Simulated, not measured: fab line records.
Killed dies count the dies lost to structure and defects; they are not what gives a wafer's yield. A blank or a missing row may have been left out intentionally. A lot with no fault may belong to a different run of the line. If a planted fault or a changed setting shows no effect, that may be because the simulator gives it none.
Comparing a struck lot with a sound one -- flow n5Finfet -- 15 out of 1938 route steps
Sound: the wafers L486.3, L486.5, L486.6. Struck: wafers L480.4, L480.5, L480.6. The cause is given at the end.
For every step that has rows: the tool of each side, followed by ch and its chambers, followed by its first start. Under that, the readings that differ: sound wafers -- struck wafers -- difference of the means -- sigmas: that difference in standard deviations of wafers without a fault.
alike: same words and numbers on both sides, and readings whose means sit less than 2 such deviations apart. not compared: any withheld reading, any reading some wafer has no value for, any bound like >300 that may hide the same value, and any number with overlapping values for which the record gives no deviation.
A row with sigmas, a row that says differs or no value, or rows on one side alone: a step with any of these is where the two part. Numbers that don't overlap but have no deviation are shown without sigmas and don't part them. Lack of a reading on every wafer of one side parts them only where that side has two or more wafers.

N5_BEOL_M10_CD_MEAS_28: target cd 70 nm.
  sound on cdSem-02 ch 0, day 15 19:49; struck on cdSem-01 ch 0, day 13 10:02
reading,sound,struck,difference,sigmas
cdNm (nm),68.6 67.7 68.0,70.8 71.5 72.0,+3.3,+3
N5_BEOL_M10_OVL_MEAS_29:
  sound on overlay-01 ch 0, day 15 19:50; struck on overlay-02 ch 0, day 13 10:04
  alike: V9_OVL
N5_BEOL_M10_INSPECT_30: inspects for defects (brightfield).
  struck on defectInspect-02, day 13 10:05; sound on defectInspect-02, day 15 19:52
  alike: rawDefectCount
then, 1 step without rows for these wafers: N5_BEOL_M10_DESCUM_33 (chemistry O2, time 7.9 s).
N5_BEOL_M10_ETCH_65: etches SiARC in CF4, target depth 39 nm, time 65 s.
  sound on rieDiel-01 ch 0,3, day 15 19:56; struck on rieDiel-02 ch 1,2,3, day 13 10:20
  alike: biasW, drypumpMotorCurrentA, etchRfOnTimeS, oesProductAu, rfVppV, showerheadPlenumPTorr, throttleValvePct
  not compared: rfHoursCounterH
then, 2 steps without rows for these wafers: N5_BEOL_M10_ETCH_66 (etches SOC in N2/H2, target depth 120 nm, overetch 24 nm, time 180 s); N5_BEOL_M10_STRIP_69 (strips in N2/H2).
N5_BEOL_M10_VIA_ETCH_34: etches SiCOH lowk in C4F6/O2, target depth 184.5 nm, time 69.2 s.
  sound on rieDiel-01 ch 0,3, day 15 20:06; struck on rieDiel-02 ch 1,2,3, day 13 10:31
  alike: biasW, drypumpMotorCurrentA, oesProductAu, rfVppV, showerheadPlenumPTorr, throttleValvePct
  not compared: rfHoursCounterH
then, 1 step without rows for these wafers: N5_BEOL_M10_STRIP_73 (strips in C4F6/O2).
N5_BEOL_M10_STRIP_36: strips in N2/H2.
  sound on rieDiel-01 ch 0,3, day 15 20:10; struck on rieDiel-02 ch 1,2,3, day 13 10:34
  alike: chamberPressureMTorr, drypumpMotorCurrentA, oesProductAu, rfVppV, showerheadPlenumPTorr, throttleValvePct
  not compared: rfHoursCounterH
N5_BEOL_M10_TRENCH_ETCH_37: etches SiCOH lowk in C4F6/O2, target depth 148.83 nm, time 48 s.
  sound: rieDiel-01 ch 0,3; struck: rieDiel-02 ch 1,2,3
  alike: biasW, drypumpMotorCurrentA, oesProductAu, rfVppV, showerheadPlenumPTorr, throttleValvePct
  not compared: rfHoursCounterH
N5_BEOL_M10_ETCH_41: etches SiCN in CH3F/O2, target depth 42.6 nm, time 86 s.
  sound: rieDiel-01 ch 0,3; struck: rieDiel-02 ch 1,2,3
  alike: biasW, drypumpMotorCurrentA, oesProductAu, rfVppV, showerheadPlenumPTorr, throttleValvePct
  not compared: rfHoursCounterH
N5_BEOL_M10_STRIP_77: strips in N2/H2, time 10 s.
  sound on rieDiel-01 ch 0,3, day 15 20:19; struck on rieDiel-02 ch 1,2,3, day 13 10:43
reading,sound,struck,difference,sigmas
chamberPressureMTorr (mTorr),20.007 19.981 19.995,25.969 26.031 26.012,+6.010,+99 or more
  alike: drypumpMotorCurrentA, oesProductAu, rfVppV, showerheadPlenumPTorr, throttleValvePct
  not compared: rfHoursCounterH
N5_BEOL_M10_OCD_MEAS_38:
  struck on ocd-02, day 13 10:47; sound on ocd-01, day 15 20:23
  alike: trenchDepthNm
-- the record jumps here: 2 days lie between the struck wafers' starts before and after (it left off in module BEOL_M10 and takes up again in module PASSIVATION, whose first step shown is number 1936 of the route) --
N5_PASSIVATION_PROBE_49:
  struck on prober-01, day 15 12:02; sound on prober-01, day 18 01:22
reading,sound,struck,difference,sigmas
defectLimitedYield (%),89.6 87.7 87.6,92.1 91.6 92.8,+3.9,+3
killedAtFrontEnd,52 56 46,20 41 28,-22,-2
killedDies,123 145 146,93 99 85,-46,-3
killedShort,43 60 61,30 29 20,-28,-3
sort_bin_5_function (%),5.9 7.0 8.0,5.0 4.7 3.8,-2.5,-3
sortNPass,1057 1035 1033,1087 1081 1095,+46,+2
  alike: killed_at_M0_to_M3, killed_at_M4_up, killedAtContacts, killedAtOther, killedOpen, sort_bin_4_leakage, sort_bin_6_memory, sort_bin_8_speed

WHERE THEY PART
First at N5_BEOL_M10_CD_MEAS_28; last, within this record, at N5_PASSIVATION_PROBE_49.

WHY: what had been put in by the simulator
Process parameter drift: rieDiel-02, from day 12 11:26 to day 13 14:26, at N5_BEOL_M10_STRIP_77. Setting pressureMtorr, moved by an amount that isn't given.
